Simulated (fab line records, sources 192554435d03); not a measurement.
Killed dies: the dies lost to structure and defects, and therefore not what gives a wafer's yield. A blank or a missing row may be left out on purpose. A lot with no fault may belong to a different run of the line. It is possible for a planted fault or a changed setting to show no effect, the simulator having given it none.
Matching of chambers || flow n5_finfet || N5_BEOL_M3_ETCH_64 on rie_diel-01: 3 sister chambers
The step etches SOC in N2/H2, target depth 75 nm, overetch 15 nm, time 112.5 s. 16 wafers are shown with their chamber, then 6 later ones without.

WAFERS WITH THEIR CHAMBER
{"wafer": "L074.3", "chamber": 2, "showerhead_plenum_p_Torr (Torr)": 2.50, "throttle_valve_pct (%)": 18.21, "oes_product_au (a.u.)": 0.53}
{"wafer": "L074.4", "chamber": 2, "showerhead_plenum_p_Torr (Torr)": 2.50, "throttle_valve_pct (%)": 18.20, "oes_product_au (a.u.)": 0.54}
{"wafer": "L074.5", "chamber": 3, "showerhead_plenum_p_Torr (Torr)": 2.46, "throttle_valve_pct (%)": 17.62, "oes_product_au (a.u.)": 0.62}
{"wafer": "L075.1", "chamber": 3, "showerhead_plenum_p_Torr (Torr)": 2.46, "throttle_valve_pct (%)": 17.60, "oes_product_au (a.u.)": 0.62}
{"wafer": "L075.2", "chamber": 2, "showerhead_plenum_p_Torr (Torr)": 2.50, "throttle_valve_pct (%)": 18.19, "oes_product_au (a.u.)": 0.55}
{"wafer": "L075.3", "chamber": 0, "showerhead_plenum_p_Torr (Torr)": 2.71, "throttle_valve_pct (%)": 17.46, "oes_product_au (a.u.)": 0.75}
{"wafer": "L075.4", "chamber": 2, "showerhead_plenum_p_Torr (Torr)": 2.50, "throttle_valve_pct (%)": 18.20, "oes_product_au (a.u.)": 0.54}
{"wafer": "L075.5", "chamber": 3, "showerhead_plenum_p_Torr (Torr)": 2.46, "throttle_valve_pct (%)": 17.62, "oes_product_au (a.u.)": 0.63}
{"wafer": "L075.6", "chamber": 0, "showerhead_plenum_p_Torr (Torr)": 2.71, "throttle_valve_pct (%)": 17.45, "oes_product_au (a.u.)": 0.75}
{"wafer": "L076.1", "chamber": 2, "showerhead_plenum_p_Torr (Torr)": 2.50, "throttle_valve_pct (%)": 18.23, "oes_product_au (a.u.)": 0.54}
{"wafer": "L076.3", "chamber": 0, "showerhead_plenum_p_Torr (Torr)": 2.71, "throttle_valve_pct (%)": 17.46, "oes_product_au (a.u.)": 0.74}
{"wafer": "L076.4", "chamber": 2, "showerhead_plenum_p_Torr (Torr)": 2.50, "throttle_valve_pct (%)": 18.22, "oes_product_au (a.u.)": 0.53}
{"wafer": "L077.1", "chamber": 3, "showerhead_plenum_p_Torr (Torr)": 2.46, "throttle_valve_pct (%)": 17.62, "oes_product_au (a.u.)": 0.62}
{"wafer": "L077.3", "chamber": 0, "showerhead_plenum_p_Torr (Torr)": 2.71, "throttle_valve_pct (%)": 17.47, "oes_product_au (a.u.)": 0.74}
{"wafer": "L077.6", "chamber": 2, "showerhead_plenum_p_Torr (Torr)": 2.50, "throttle_valve_pct (%)": 18.22, "oes_product_au (a.u.)": 0.54}
{"wafer": "L083.4", "chamber": 3, "showerhead_plenum_p_Torr (Torr)": 2.45, "throttle_valve_pct (%)": 17.64, "oes_product_au (a.u.)": 0.60}

SIGNATURES (averages over the wafers above)
{"reading": "showerhead_plenum_p_Torr", "chamber 0": 2.7100, "chamber 2": 2.5000, "chamber 3": 2.4580, "scatter within a chamber": 0.00248}
{"reading": "throttle_valve_pct", "chamber 0": 17.4600, "chamber 2": 18.2100, "chamber 3": 17.6200, "scatter within a chamber": 0.013}
{"reading": "oes_product_au", "chamber 0": 0.7450, "chamber 2": 0.5386, "chamber 3": 0.6180, "scatter within a chamber": 0.00816}
Rule: for each reading, subtract the chamber's mean from the wafer's reading, divide by that reading's scatter and square the result; add these up over the readings and take the root, which gives the wafer's distance from the chamber. The wafer belongs to the nearest chamber; if the next one is less than 2 further off, it can't be placed. How the scatter is found: for the shown wafers, subtract from each reading the mean of its chamber, square and add these, divide the total by (wafers less chambers), then take the root.

WAFERS MISSING THEIR CHAMBER
{"wafer": "L083.5", "showerhead_plenum_p_Torr (Torr)": 2.70, "throttle_valve_pct (%)": 17.50, "oes_product_au (a.u.)": 0.72}
{"wafer": "L083.6", "showerhead_plenum_p_Torr (Torr)": 2.50, "throttle_valve_pct (%)": 17.78, "oes_product_au (a.u.)": 0.75}
{"wafer": "L092.2", "showerhead_plenum_p_Torr (Torr)": 2.49, "throttle_valve_pct (%)": 17.80, "oes_product_au (a.u.)": 0.73}
{"wafer": "L092.3", "showerhead_plenum_p_Torr (Torr)": 2.45, "throttle_valve_pct (%)": 17.65, "oes_product_au (a.u.)": 0.60}
{"wafer": "L095.2", "showerhead_plenum_p_Torr (Torr)": 2.44, "throttle_valve_pct (%)": 17.67, "oes_product_au (a.u.)": 0.59}
{"wafer": "L095.3", "showerhead_plenum_p_Torr (Torr)": 2.49, "throttle_valve_pct (%)": 17.81, "oes_product_au (a.u.)": 0.70}

WHICH CHAMBER EACH ONE RAN IN
{"wafer": "L083.5", "from the rows above": 0, "in truth": 0}
{"wafer": "L083.6", "from the rows above": 3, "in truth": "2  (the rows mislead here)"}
{"wafer": "L092.2", "from the rows above": 3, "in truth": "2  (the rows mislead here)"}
{"wafer": "L092.3", "from the rows above": 3, "in truth": 3}
{"wafer": "L095.2", "from the rows above": 3, "in truth": 3}
{"wafer": "L095.3", "from the rows above": 3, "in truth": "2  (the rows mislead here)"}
3 of 6 placed correctly. From these rows, 0 cannot be placed. Number placed wrongly: 3.
